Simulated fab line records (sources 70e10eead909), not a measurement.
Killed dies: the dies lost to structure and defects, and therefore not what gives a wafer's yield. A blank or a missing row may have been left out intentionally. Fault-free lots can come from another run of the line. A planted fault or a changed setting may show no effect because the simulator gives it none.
fab line records || flow nand-harc
record {"lots": 6, "wafers": 18, "last-day": 32}
route steps=1302 shown A_SOURCE_PLATE@414 A_ONON_D1@424 END@1302
lots untouched by any fault: they come from a run of this same line in which no faults occurred
start-h: hours from the record's opening day to when the first of the lot's shown wafers began || wait-h: hours from the lot's prior step to this one || " unchanged from the row above || L1.1+2: a single row standing in for several wafers || - no value present, or no start provided || * or withheld: withheld || < > ~ a bound
route shown NAME@n: a module of which the file shows steps, and the number in the route of the first || usual: mean/standard deviation taken from wafers without a fault || same: alike in all rows || chamber/n: place in a boat || sites: each site's reading || _std_site: standard deviation of those values || _edge_site: inner sites' mean taken away from outer sites' mean || radius-mm: for every site, how far away it sits from the centre of the wafer || mask NAME#n: copy n || behind: the most recent tool/chamber to have shaped the wafer || hold: why the lot was held/for how many hours/how that ended || device: the n, p or np transistor that did not switch || end of line: the route-end tests of the same wafers || where a step has no rows: the recipe by itself || killed: not the wafer's yield, but the dies lost to structure and defects at the first sort || map: the dies of a wafer, with x for killed, . for not killed, _ for no die there
set.NAME: the setting that was run; set.NAME@STEP: the one run at that earlier step || model.NAME: the simulator's own value behind a step, which no gauge read
a table for each step, a row for each wafer; lots at some steps of the route
services: the hour from which a tool's chamber was out of use, counted from the record's first day as start-h (under 0 if before that day), plus the number of hours and why
## steps
# step NHARC_A_SOURCE_PLATE_SRD_01
# step NHARC_A_SOURCE_PLATE_OXIDE_02
# recipe {"target-thk-a": 100, "temp-c": 900, "ox-time-s": 1362, "material": "SiO2"}
# step NHARC_A_SOURCE_PLATE_THK_MEAS_09
# recipe {"thk-meas-gauge": "ellipsometry"}
# usual {"thk-nm": "9.8/1.1"}
{"lot.wafer": "L812.3", "tool": "film-metro-01", "chamber": "-", "start-h": 161.91, "wait-h": 0.4, "thk-nm": 9.3}
{"lot.wafer": "L812.5", "tool": "film-metro-01", "chamber": "-", "start-h": 161.91, "wait-h": 0.4, "thk-nm": 9.5}
{"lot.wafer": "L812.6", "tool": "film-metro-01", "chamber": "-", "start-h": 161.91, "wait-h": 0.4, "thk-nm": 9.3}
{"lot.wafer": "L824.2", "tool": "film-metro-01", "chamber": "-", "start-h": 294.14, "wait-h": 0.4, "thk-nm": 7.8}
{"lot.wafer": "L824.4", "tool": "film-metro-01", "chamber": "-", "start-h": 294.14, "wait-h": 0.4, "thk-nm": 10.7}
{"lot.wafer": "L824.5", "tool": "film-metro-01", "chamber": "-", "start-h": 294.14, "wait-h": 0.4, "thk-nm": 11.4}
{"lot.wafer": "L825.2", "tool": "film-metro-02", "chamber": "-", "start-h": 305.42, "wait-h": 0.4, "thk-nm": 9.2}
{"lot.wafer": "L825.3", "tool": "film-metro-02", "chamber": "-", "start-h": 305.42, "wait-h": 0.4, "thk-nm": 9.4}
{"lot.wafer": "L825.6", "tool": "film-metro-02", "chamber": "-", "start-h": 305.42, "wait-h": 0.4, "thk-nm": 11.6}
{"lot.wafer": "L826.1", "tool": "film-metro-01", "chamber": "-", "start-h": 312.70, "wait-h": 0.4, "thk-nm": 10.7}
{"lot.wafer": "L826.4", "tool": "film-metro-01", "chamber": "-", "start-h": 312.70, "wait-h": 0.4, "thk-nm": 9.6}
{"lot.wafer": "L826.5", "tool": "film-metro-01", "chamber": "-", "start-h": 312.70, "wait-h": 0.4, "thk-nm": 8.0}
{"lot.wafer": "L827.1", "tool": "film-metro-01", "chamber": "-", "start-h": 324.78, "wait-h": 0.4, "thk-nm": 9.8}
{"lot.wafer": "L827.2", "tool": "film-metro-01", "chamber": "-", "start-h": 324.78, "wait-h": 0.4, "thk-nm": 10.6}
{"lot.wafer": "L827.6", "tool": "film-metro-01", "chamber": "-", "start-h": 324.78, "wait-h": 0.4, "thk-nm": 11.0}
{"lot.wafer": "L830.3", "tool": "film-metro-02", "chamber": "-", "start-h": 344.40, "wait-h": 0.4, "thk-nm": 10.2}
{"lot.wafer": "L830.4", "tool": "film-metro-02", "chamber": "-", "start-h": 344.40, "wait-h": 0.4, "thk-nm": 9.9}
{"lot.wafer": "L830.6", "tool": "film-metro-02", "chamber": "-", "start-h": 344.40, "wait-h": 0.4, "thk-nm": 12.0}
# step NHARC_A_SOURCE_PLATE_PVD_04
# recipe {"target-thk-a": 500, "material": "WSi2"}
# step NHARC_A_SOURCE_PLATE_CVD_03
# recipe {"target-thk-a": 2000, "temp-c": 620, "pressure-mtorr": 200, "time-s": 4000, "material": "poly-Si"}
# step NHARC_A_SOURCE_PLATE_ANNEAL_05
# recipe {"temp-c": 850, "time-s": 1800}
# step NHARC_A_SOURCE_PLATE_THK_MEAS_06
# recipe {"thk-meas-gauge": "ellipsometry"}
# usual {"thk-nm": "200.3/2.2"}
{"lot.wafer": "L812.3", "tool": "film-metro-02", "chamber": "-", "start-h": 174.89, "wait-h": 0.4, "thk-nm": 199.9}
{"lot.wafer": "L812.5", "tool": "film-metro-02", "chamber": "-", "start-h": 174.89, "wait-h": 0.4, "thk-nm": 201.6}
{"lot.wafer": "L812.6", "tool": "film-metro-02", "chamber": "-", "start-h": 174.89, "wait-h": 0.4, "thk-nm": 203.3}
{"lot.wafer": "L824.2", "tool": "film-metro-02", "chamber": "-", "start-h": 309.03, "wait-h": 0.4, "thk-nm": 199.7}
{"lot.wafer": "L824.4", "tool": "film-metro-02", "chamber": "-", "start-h": 309.03, "wait-h": 0.4, "thk-nm": 199.2}
{"lot.wafer": "L824.5", "tool": "film-metro-02", "chamber": "-", "start-h": 309.03, "wait-h": 0.4, "thk-nm": 197.0}
{"lot.wafer": "L825.2", "tool": "film-metro-01", "chamber": "-", "start-h": 319.37, "wait-h": 0.4, "thk-nm": 196.8}
{"lot.wafer": "L825.3", "tool": "film-metro-01", "chamber": "-", "start-h": 319.37, "wait-h": 0.4, "thk-nm": 198.7}
{"lot.wafer": "L825.6", "tool": "film-metro-01", "chamber": "-", "start-h": 319.37, "wait-h": 0.4, "thk-nm": 200.6}
{"lot.wafer": "L826.1", "tool": "film-metro-02", "chamber": "-", "start-h": 326.11, "wait-h": 0.4, "thk-nm": 200.4}
{"lot.wafer": "L826.4", "tool": "film-metro-02", "chamber": "-", "start-h": 326.11, "wait-h": 0.4, "thk-nm": 201.3}
{"lot.wafer": "L826.5", "tool": "film-metro-02", "chamber": "-", "start-h": 326.11, "wait-h": 0.4, "thk-nm": 200.8}
{"lot.wafer": "L827.1", "tool": "film-metro-01", "chamber": "-", "start-h": 337.98, "wait-h": 0.4, "thk-nm": 199.8}
{"lot.wafer": "L827.2", "tool": "film-metro-01", "chamber": "-", "start-h": 337.98, "wait-h": 0.4, "thk-nm": 198.5}
{"lot.wafer": "L827.6", "tool": "film-metro-01", "chamber": "-", "start-h": 337.98, "wait-h": 0.4, "thk-nm": 198.4}
{"lot.wafer": "L830.3", "tool": "film-metro-01", "chamber": "-", "start-h": 357.89, "wait-h": 0.4, "thk-nm": 200.1}
{"lot.wafer": "L830.4", "tool": "film-metro-01", "chamber": "-", "start-h": 357.89, "wait-h": 0.4, "thk-nm": 200.3}
{"lot.wafer": "L830.6", "tool": "film-metro-01", "chamber": "-", "start-h": 357.89, "wait-h": 0.4, "thk-nm": 199.2}
# step NHARC_A_SOURCE_PLATE_INSPECT_08
# usual {"raw-defect-count": "66/25"}
{"lot.wafer": "L812.3", "tool": "defect-inspect-02", "chamber": "-", "start-h": 174.96, "wait-h": 0.0, "raw-defect-count": 55}
{"lot.wafer": "L812.5", "tool": "defect-inspect-02", "chamber": "-", "start-h": 174.96, "wait-h": 0.0, "raw-defect-count": 72}
{"lot.wafer": "L812.6", "tool": "defect-inspect-02", "chamber": "-", "start-h": 174.96, "wait-h": 0.0, "raw-defect-count": 59}
{"lot.wafer": "L824.2", "tool": "defect-inspect-02", "chamber": "-", "start-h": 309.10, "wait-h": 0.0, "raw-defect-count": 87}
{"lot.wafer": "L824.4", "tool": "defect-inspect-02", "chamber": "-", "start-h": 309.10, "wait-h": 0.0, "raw-defect-count": 106}
{"lot.wafer": "L824.5", "tool": "defect-inspect-02", "chamber": "-", "start-h": 309.10, "wait-h": 0.0, "raw-defect-count": 87}
{"lot.wafer": "L825.2", "tool": "defect-inspect-02", "chamber": "-", "start-h": 319.45, "wait-h": 0.0, "raw-defect-count": 54}
{"lot.wafer": "L825.3", "tool": "defect-inspect-02", "chamber": "-", "start-h": 319.45, "wait-h": 0.0, "raw-defect-count": 46}
{"lot.wafer": "L825.6", "tool": "defect-inspect-02", "chamber": "-", "start-h": 319.45, "wait-h": 0.0, "raw-defect-count": 81}
{"lot.wafer": "L826.1", "tool": "defect-inspect-01", "chamber": "-", "start-h": 326.19, "wait-h": 0.0, "raw-defect-count": 55}
{"lot.wafer": "L826.4", "tool": "defect-inspect-01", "chamber": "-", "start-h": 326.19, "wait-h": 0.0, "raw-defect-count": 76}
{"lot.wafer": "L826.5", "tool": "defect-inspect-01", "chamber": "-", "start-h": 326.19, "wait-h": 0.0, "raw-defect-count": 94}
{"lot.wafer": "L827.1", "tool": "defect-inspect-01", "chamber": "-", "start-h": 338.09, "wait-h": 0.0, "raw-defect-count": 54}
{"lot.wafer": "L827.2", "tool": "defect-inspect-01", "chamber": "-", "start-h": 338.09, "wait-h": 0.0, "raw-defect-count": 84}
{"lot.wafer": "L827.6", "tool": "defect-inspect-01", "chamber": "-", "start-h": 338.09, "wait-h": 0.0, "raw-defect-count": 28}
{"lot.wafer": "L830.3", "tool": "defect-inspect-02", "chamber": "-", "start-h": 358.00, "wait-h": 0.0, "raw-defect-count": 70}
{"lot.wafer": "L830.4", "tool": "defect-inspect-02", "chamber": "-", "start-h": 358.00, "wait-h": 0.0, "raw-defect-count": 86}
{"lot.wafer": "L830.6", "tool": "defect-inspect-02", "chamber": "-", "start-h": 358.00, "wait-h": 0.0, "raw-defect-count": 94}
# step NHARC_A_ONON_D1_DEP_00
# recipe {"target-thk-a": 10000, "n2-flow-sccm": 2750, "n2o-flow-sccm": 2000, "nh3-flow-sccm": 500, "sih4-flow-sccm": 210, "temp-c": 400}
# step NHARC_A_ONON_D1_THK_MEAS_02
# recipe {"thk-meas-gauge": "ellipsometry"}
# usual {"thk-nm": "999/10"}
{"lot.wafer": "L812.3", "tool": "film-metro-02", "chamber": "-", "start-h": 175.53, "wait-h": "-", "thk-nm": 996}
{"lot.wafer": "L812.5", "tool": "film-metro-02", "chamber": "-", "start-h": 175.53, "wait-h": "-", "thk-nm": 997}
{"lot.wafer": "L812.6", "tool": "film-metro-02", "chamber": "-", "start-h": 175.53, "wait-h": "-", "thk-nm": 997}
{"lot.wafer": "L824.2", "tool": "film-metro-01", "chamber": "-", "start-h": 309.67, "wait-h": "-", "thk-nm": 1002}
{"lot.wafer": "L824.4", "tool": "film-metro-01", "chamber": "-", "start-h": 309.67, "wait-h": "-", "thk-nm": 1003}
{"lot.wafer": "L824.5", "tool": "film-metro-01", "chamber": "-", "start-h": 309.67, "wait-h": "-", "thk-nm": 1002}
{"lot.wafer": "L825.2", "tool": "film-metro-01", "chamber": "-", "start-h": 320.03, "wait-h": "-", "thk-nm": 985}
{"lot.wafer": "L825.3", "tool": "film-metro-01", "chamber": "-", "start-h": 320.03, "wait-h": "-", "thk-nm": 987}
{"lot.wafer": "L825.6", "tool": "film-metro-01", "chamber": "-", "start-h": 320.03, "wait-h": "-", "thk-nm": 986}
{"lot.wafer": "L826.1", "tool": "film-metro-01", "chamber": "-", "start-h": 326.77, "wait-h": "-", "thk-nm": 991}
{"lot.wafer": "L826.4", "tool": "film-metro-01", "chamber": "-", "start-h": 326.77, "wait-h": "-", "thk-nm": 994}
{"lot.wafer": "L826.5", "tool": "film-metro-01", "chamber": "-", "start-h": 326.77, "wait-h": "-", "thk-nm": 992}
{"lot.wafer": "L827.1", "tool": "film-metro-01", "chamber": "-", "start-h": 338.66, "wait-h": "-", "thk-nm": 985}
{"lot.wafer": "L827.2", "tool": "film-metro-01", "chamber": "-", "start-h": 338.66, "wait-h": "-", "thk-nm": 984}
{"lot.wafer": "L827.6", "tool": "film-metro-01", "chamber": "-", "start-h": 338.66, "wait-h": "-", "thk-nm": 986}
{"lot.wafer": "L830.3", "tool": "film-metro-02", "chamber": "-", "start-h": 358.57, "wait-h": "-", "thk-nm": 998}
{"lot.wafer": "L830.4", "tool": "film-metro-02", "chamber": "-", "start-h": 358.57, "wait-h": "-", "thk-nm": 999}
{"lot.wafer": "L830.6", "tool": "film-metro-02", "chamber": "-", "start-h": 358.57, "wait-h": "-", "thk-nm": 998}
# step NHARC_A_ONON_D1_DEP_03
# recipe {"target-thk-a": 10000, "n2-flow-sccm": 2750, "n2o-flow-sccm": 2000, "nh3-flow-sccm": 500, "sih4-flow-sccm": 210, "temp-c": 400}
{"lot.wafer": "L812.3+5+6", "tool": "pecvd-onon-02", "chamber": 0, "start-h": 175.84, "wait-h": 0.3}
{"lot.wafer": "L824.2+4+5", "tool": "pecvd-onon-03", "chamber": 0, "start-h": 309.79, "wait-h": 0.1}
{"lot.wafer": "L825.2+3+6", "tool": "pecvd-onon-03", "chamber": 0, "start-h": 320.14, "wait-h": 0.1}
{"lot.wafer": "L826.1+4+5", "tool": "pecvd-onon-01", "chamber": 0, "start-h": 326.82, "wait-h": 0.1}
{"lot.wafer": "L827.1+2+6", "tool": "pecvd-onon-03", "chamber": 0, "start-h": 338.72, "wait-h": 0.1}
{"lot.wafer": "L830.3+4+6", "tool": "pecvd-onon-03", "chamber": 0, "start-h": 358.74, "wait-h": 0.2}
# step NHARC_A_ONON_D1_THK_MEAS_05
# recipe {"thk-meas-gauge": "ellipsometry"}
# usual {"thk-nm": "1000/7.5"}
{"lot.wafer": "L812.3", "tool": "film-metro-02", "chamber": "-", "start-h": 176.24, "wait-h": "-", "thk-nm": 994}
{"lot.wafer": "L812.5", "tool": "film-metro-02", "chamber": "-", "start-h": 176.24, "wait-h": "-", "thk-nm": 995}
{"lot.wafer": "L812.6", "tool": "film-metro-02", "chamber": "-", "start-h": 176.24, "wait-h": "-", "thk-nm": 996}
{"lot.wafer": "L824.2", "tool": "film-metro-02", "chamber": "-", "start-h": 310.25, "wait-h": "-", "thk-nm": 998}
{"lot.wafer": "L824.4", "tool": "film-metro-02", "chamber": "-", "start-h": 310.25, "wait-h": "-", "thk-nm": 996}
{"lot.wafer": "L824.5", "tool": "film-metro-02", "chamber": "-", "start-h": 310.25, "wait-h": "-", "thk-nm": 997}
{"lot.wafer": "L825.2", "tool": "film-metro-02", "chamber": "-", "start-h": 320.60, "wait-h": "-", "thk-nm": 1004}
{"lot.wafer": "L825.3", "tool": "film-metro-02", "chamber": "-", "start-h": 320.60, "wait-h": "-", "thk-nm": 1002}
{"lot.wafer": "L825.6", "tool": "film-metro-02", "chamber": "-", "start-h": 320.60, "wait-h": "-", "thk-nm": 1003}
{"lot.wafer": "L826.1", "tool": "film-metro-02", "chamber": "-", "start-h": 327.33, "wait-h": "-", "thk-nm": 1010}
{"lot.wafer": "L826.4", "tool": "film-metro-02", "chamber": "-", "start-h": 327.33, "wait-h": "-", "thk-nm": 1009}
{"lot.wafer": "L826.5", "tool": "film-metro-02", "chamber": "-", "start-h": 327.33, "wait-h": "-", "thk-nm": 1011}
{"lot.wafer": "L827.1", "tool": "film-metro-01", "chamber": "-", "start-h": 339.23, "wait-h": "-", "thk-nm": 1491}
{"lot.wafer": "L827.2", "tool": "film-metro-01", "chamber": "-", "start-h": 339.23, "wait-h": "-", "thk-nm": 1491}
{"lot.wafer": "L827.6", "tool": "film-metro-01", "chamber": "-", "start-h": 339.23, "wait-h": "-", "thk-nm": 1491}
{"lot.wafer": "L830.3", "tool": "film-metro-01", "chamber": "-", "start-h": 359.13, "wait-h": "-", "thk-nm": 1503}
{"lot.wafer": "L830.4", "tool": "film-metro-01", "chamber": "-", "start-h": 359.13, "wait-h": "-", "thk-nm": 1500}
{"lot.wafer": "L830.6", "tool": "film-metro-01", "chamber": "-", "start-h": 359.13, "wait-h": "-", "thk-nm": 1502}
# step NHARC_A_ONON_D1_DEP_06
# recipe {"target-thk-a": 10000, "n2-flow-sccm": 2750, "n2o-flow-sccm": 2000, "nh3-flow-sccm": 500, "sih4-flow-sccm": 210, "temp-c": 400}
# step NHARC_END_SORT_01
# recipe {"temp-c": 25}
# usual {"killed-at-array": "55/19", "killed-at-other": "0.8/1.1", "killed-at-periphery": "4.0/2.6", "killed-dies": "60/20", "killed-open": "3.4/1.7", "killed-short": "2.6/1.5"}
# same {"gross-dies": 677}
{"lot.wafer": "L824.4", "tool": "prober-02", "chamber": 0, "start-h": 703.48, "wait-h": 3.4, "killed-at-array": 54, "killed-at-other": 1, "killed-at-periphery": 7, "killed-dies": 62, "killed-open": 6, "killed-short": 2}
{"lot.wafer": "L824.5", "tool": "prober-02", "chamber": 0, "start-h": 704.27, "wait-h": 3.7, "killed-at-array": 36, "killed-at-other": 0, "killed-at-periphery": 8, "killed-dies": 44, "killed-open": 3, "killed-short": 1}
{"lot.wafer": "L826.1", "tool": "prober-02", "chamber": 0, "start-h": 715.14, "wait-h": 2.5, "killed-at-array": 72, "killed-at-other": 2, "killed-at-periphery": 8, "killed-dies": 82, "killed-open": 7, "killed-short": 2}
{"lot.wafer": "L826.4", "tool": "prober-02", "chamber": 0, "start-h": 717.53, "wait-h": 3.4, "killed-at-array": 52, "killed-at-other": 4, "killed-at-periphery": 6, "killed-dies": 62, "killed-open": 4, "killed-short": 4}
{"lot.wafer": "L826.5", "tool": "prober-02", "chamber": 0, "start-h": 718.32, "wait-h": 3.7, "killed-at-array": 59, "killed-at-other": 1, "killed-at-periphery": 12, "killed-dies": 72, "killed-open": 5, "killed-short": 1}
{"lot.wafer": "L827.1", "tool": "prober-02", "chamber": 0, "start-h": 739.60, "wait-h": 2.5, "killed-at-array": 668, "killed-at-other": 0, "killed-at-periphery": 9, "killed-dies": 677, "killed-open": 3, "killed-short": 1}
{"lot.wafer": "L827.2", "tool": "prober-02", "chamber": 0, "start-h": 740.40, "wait-h": 2.8, "killed-at-array": 670, "killed-at-other": 0, "killed-at-periphery": 7, "killed-dies": 677, "killed-open": 3, "killed-short": 2}
{"lot.wafer": "L827.6", "tool": "prober-02", "chamber": 0, "start-h": 743.58, "wait-h": 4.0, "killed-at-array": 670, "killed-at-other": 1, "killed-at-periphery": 6, "killed-dies": 677, "killed-open": 2, "killed-short": 0}
{"lot.wafer": "L830.3", "tool": "prober-01", "chamber": 0, "start-h": 763.80, "wait-h": 3.1, "killed-at-array": 672, "killed-at-other": 0, "killed-at-periphery": 5, "killed-dies": 677, "killed-open": 4, "killed-short": 0}
{"lot.wafer": "L830.4", "tool": "prober-01", "chamber": 0, "start-h": 764.60, "wait-h": 3.4, "killed-at-array": 671, "killed-at-other": 0, "killed-at-periphery": 6, "killed-dies": 677, "killed-open": 6, "killed-short": 2}
{"lot.wafer": "L830.6", "tool": "prober-01", "chamber": 0, "start-h": 766.18, "wait-h": 4.0, "killed-at-array": 673, "killed-at-other": 0, "killed-at-periphery": 4, "killed-dies": 677, "killed-open": 2, "killed-short": 2}
# killed by level:class
L824.4 A_CHANNEL_HOLE_D2:chamber-film-flake=22 A_CHANNEL_HOLE_D1:chamber-film-flake=12 A_SLIT:chamber-film-flake=5 P_BONDPAD:chamber-film-flake=3 A_STAIRCASE:chamber-film-flake=3 A_CONTACT:chamber-film-flake=3 A_CHANNEL_FILL_D1:geometric-particle:open=2 P_GATE:chamber-film-flake=2
L824.5 A_CHANNEL_HOLE_D2:chamber-film-flake=18 A_CHANNEL_HOLE_D1:chamber-film-flake=10 A_SLIT:chamber-film-flake=4 P_BONDPAD:chamber-film-flake=3 P_M0:geometric-particle:open=2 A_CONTACT:chamber-film-flake=2 P_CONTACT:geometric-particle:open=1 P_M2:geometric-particle:short=1
L826.1 A_SLIT:chamber-film-flake=21 A_CHANNEL_HOLE_D1:chamber-film-flake=15 A_CHANNEL_HOLE_D2:chamber-film-flake=10 A_CONTACT:chamber-film-flake=6 A_BONDPAD:chamber-film-flake=6 P_BONDPAD:chamber-film-flake=4 A_CHANNEL_FILL_D1:chamber-film-flake=3 A_ONON_D2:geometric-particle:open=2
L826.4 A_SLIT:chamber-film-flake=24 A_CHANNEL_HOLE_D1:chamber-film-flake=6 A_BONDPAD:chamber-film-flake=5 A_CONTACT:chamber-film-flake=4 THIN_TSV:chamber-film-flake=4 A_CHANNEL_FILL_D1:chamber-film-flake=3 A_WL_FILL:geometric-particle:short=2 P_STI:chamber-film-flake=2
L826.5 A_SLIT:chamber-film-flake=33 P_BONDPAD:chamber-film-flake=5 A_CHANNEL_HOLE_D1:chamber-film-flake=5 P_STI:chamber-film-flake=4 A_CHANNEL_FILL_D1:chamber-film-flake=3 A_CHANNEL_HOLE_D2:chamber-film-flake=3 A_CONTACT:chamber-film-flake=3 A_BLC:geometric-particle:open=2
L827.1 A_ONON_D1:area-dep=565 A_CHANNEL_HOLE_D1:chamber-film-flake=34 A_SLIT:chamber-film-flake=29 A_CHANNEL_HOLE_D2:chamber-film-flake=15 A_STAIRCASE:chamber-film-flake=7 A_CONTACT:chamber-film-flake=6 A_WL_FILL:chamber-film-flake=4 P_GATE:chamber-film-flake=3
L827.2 A_ONON_D1:area-dep=576 A_CHANNEL_HOLE_D1:chamber-film-flake=38 A_SLIT:chamber-film-flake=20 A_CHANNEL_HOLE_D2:chamber-film-flake=16 A_CONTACT:chamber-film-flake=7 A_STAIRCASE:chamber-film-flake=3 A_WL_FILL:chamber-film-flake=3 P_GATE:chamber-film-flake=2
L827.6 A_ONON_D1:area-dep=585 A_CHANNEL_HOLE_D1:chamber-film-flake=32 A_SLIT:chamber-film-flake=24 A_CHANNEL_HOLE_D2:chamber-film-flake=12 A_CONTACT:chamber-film-flake=10 A_STAIRCASE:chamber-film-flake=4 P_GATE:chamber-film-flake=3 A_WL_FILL:chamber-film-flake=3
L830.3 A_ONON_D1:area-dep=644 A_CHANNEL_HOLE_D1:chamber-film-flake=9 A_CONTACT:chamber-film-flake=5 P_M0:chamber-film-flake=3 A_STAIRCASE:chamber-film-flake=3 A_ZERO_WELL:chamber-film-flake=2 A_CHANNEL_HOLE_D2:chamber-film-flake=2 A_CHANNEL_FILL_D2:chamber-film-flake=2
L830.4 A_ONON_D1:area-dep=639 A_CHANNEL_HOLE_D1:chamber-film-flake=10 A_SLIT:chamber-film-flake=6 A_STAIRCASE:chamber-film-flake=3 A_CONTACT:chamber-film-flake=3 A_ONON_D2:geometric-particle:open=2 P_M0:chamber-film-flake=2 P_STI:geometric-particle:open=1
L830.6 A_ONON_D1:area-dep=643 A_CHANNEL_HOLE_D1:chamber-film-flake=14 A_SLIT:chamber-film-flake=5 P_M0:chamber-film-flake=3 A_CHANNEL_FILL_D2:chamber-film-flake=3 A_SGD_CUT:geometric-particle:short=2 A_STAIRCASE:chamber-film-flake=2 P_CONTACT:geometric-particle:open=1
# map L827.1 (x killed, . not)
____________x____________
_________xxxxxxx_________
_______xxxxxxxxxxx_______
______xxxxxxxxxxxxx______
_____xxxxxxxxxxxxxxx_____
____xxxxxxxxxxxxxxxxx____
____xxxxxxxxxxxxxxxxx____
___xxxxxxxxxxxxxxxxxxx___
___xxxxxxxxxxxxxxxxxxx___
__xxxxxxxxxxxxxxxxxxxxx__
__xxxxxxxxxxxxxxxxxxxxx__
_xxxxxxxxxxxxxxxxxxxxxxx_
_xxxxxxxxxxxxxxxxxxxxxxx_
_xxxxxxxxxxxxxxxxxxxxxxx_
_xxxxxxxxxxxxxxxxxxxxxxx_
_xxxxxxxxxxxxxxxxxxxxxxx_
xxxxxxxxxxxxxxxxxxxxxxxxx
xxxxxxxxxxxxxxxxxxxxxxxxx
xxxxxxxxxxxxxxxxxxxxxxxxx
xxxxxxxxxxxxxxxxxxxxxxxxx
xxxxxxxxxxxxxxxxxxxxxxxxx
_xxxxxxxxxxxxxxxxxxxxxxx_
_xxxxxxxxxxxxxxxxxxxxxxx_
_xxxxxxxxxxxxxxxxxxxxxxx_
_xxxxxxxxxxxxxxxxxxxxxxx_
_xxxxxxxxxxxxxxxxxxxxxxx_
__xxxxxxxxxxxxxxxxxxxxx__
__xxxxxxxxxxxxxxxxxxxxx__
___xxxxxxxxxxxxxxxxxxx___
___xxxxxxxxxxxxxxxxxxx___
____xxxxxxxxxxxxxxxxx____
____xxxxxxxxxxxxxxxxx____
_____xxxxxxxxxxxxxxx_____
______xxxxxxxxxxxxx______
_______xxxxxxxxxxx_______
_________xxxxxxx_________
____________x____________
# map L830.3 (x killed, . not)
____________x____________
_________xxxxxxx_________
_______xxxxxxxxxxx_______
______xxxxxxxxxxxxx______
_____xxxxxxxxxxxxxxx_____
____xxxxxxxxxxxxxxxxx____
____xxxxxxxxxxxxxxxxx____
___xxxxxxxxxxxxxxxxxxx___
___xxxxxxxxxxxxxxxxxxx___
__xxxxxxxxxxxxxxxxxxxxx__
__xxxxxxxxxxxxxxxxxxxxx__
_xxxxxxxxxxxxxxxxxxxxxxx_
_xxxxxxxxxxxxxxxxxxxxxxx_
_xxxxxxxxxxxxxxxxxxxxxxx_
_xxxxxxxxxxxxxxxxxxxxxxx_
_xxxxxxxxxxxxxxxxxxxxxxx_
xxxxxxxxxxxxxxxxxxxxxxxxx
xxxxxxxxxxxxxxxxxxxxxxxxx
xxxxxxxxxxxxxxxxxxxxxxxxx
xxxxxxxxxxxxxxxxxxxxxxxxx
xxxxxxxxxxxxxxxxxxxxxxxxx
_xxxxxxxxxxxxxxxxxxxxxxx_
_xxxxxxxxxxxxxxxxxxxxxxx_
_xxxxxxxxxxxxxxxxxxxxxxx_
_xxxxxxxxxxxxxxxxxxxxxxx_
_xxxxxxxxxxxxxxxxxxxxxxx_
__xxxxxxxxxxxxxxxxxxxxx__
__xxxxxxxxxxxxxxxxxxxxx__
___xxxxxxxxxxxxxxxxxxx___
___xxxxxxxxxxxxxxxxxxx___
____xxxxxxxxxxxxxxxxx____
____xxxxxxxxxxxxxxxxx____
_____xxxxxxxxxxxxxxx_____
______xxxxxxxxxxxxx______
_______xxxxxxxxxxx_______
_________xxxxxxx_________
____________x____________
## services
{"tool": "pecvd-onon-01", "chamber": "-", "start-h": 167.42, "hours": 1.8, "kind": "repair"}
{"tool": "pecvd-onon-03", "chamber": "-", "start-h": 168.10, "hours": 8.3, "kind": "repair"}
{"tool": "pecvd-onon-02", "chamber": "-", "start-h": 185.00, "hours": 13.0, "kind": "pm"}
{"tool": "pecvd-onon-03", "chamber": "-", "start-h": 227.34, "hours": 13.0, "kind": "pm"}
{"tool": "pecvd-onon-01", "chamber": "-", "start-h": 269.13, "hours": 13.0, "kind": "pm"}
## key
first-sign {"step": "NHARC_A_ONON_D1_THK_MEAS_05", "reading": "thk-nm", "direction": "up", "sigmas": 66, "usual": 1000, "struck": 1496}
effect {"step": "NHARC_END_SORT_01", "reading": "killed-at-array", "direction": "up", "sigmas": 32, "usual": 55, "struck": 671}
more-kills-born-at {"NHARC_A_ONON_D1_DEP_03@pecvd-onon-03": 3652}
met-at NHARC_A_ONON_D1_DEP_03
struck-wafers L827.1,L827.2,L827.6,L830.3,L830.4,L830.6
later-rows-left-out L827.1,L827.2,L827.6,L830.3,L830.4,L830.6
tester-left-out L827,L830
onset-between 320.14 338.72
also-fits time
fault {"kind": "process-parameter-drift", "tool": "pecvd-onon-03", "chamber": 0, "onset-h": 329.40, "steps": "NHARC_A_ONON_D1_DEP_03", "channel": "target-thk-a", "offset": "*", "shape": "step", "end-h": 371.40, "acts-in": "*", "stated": "*"}
# tester-left-out: of these lots the tester's yield and bins aren't shown, on N5 and GAA mostly nor the transistor test; their killed dies are dies lost to structure and defects alone, not to doping, threshold or leakage, so they don't give the yield
# later-rows-left-out: the simulator's readings of these wafers behind a module that went badly wrong aren't trusted and aren't shown, but for the sort
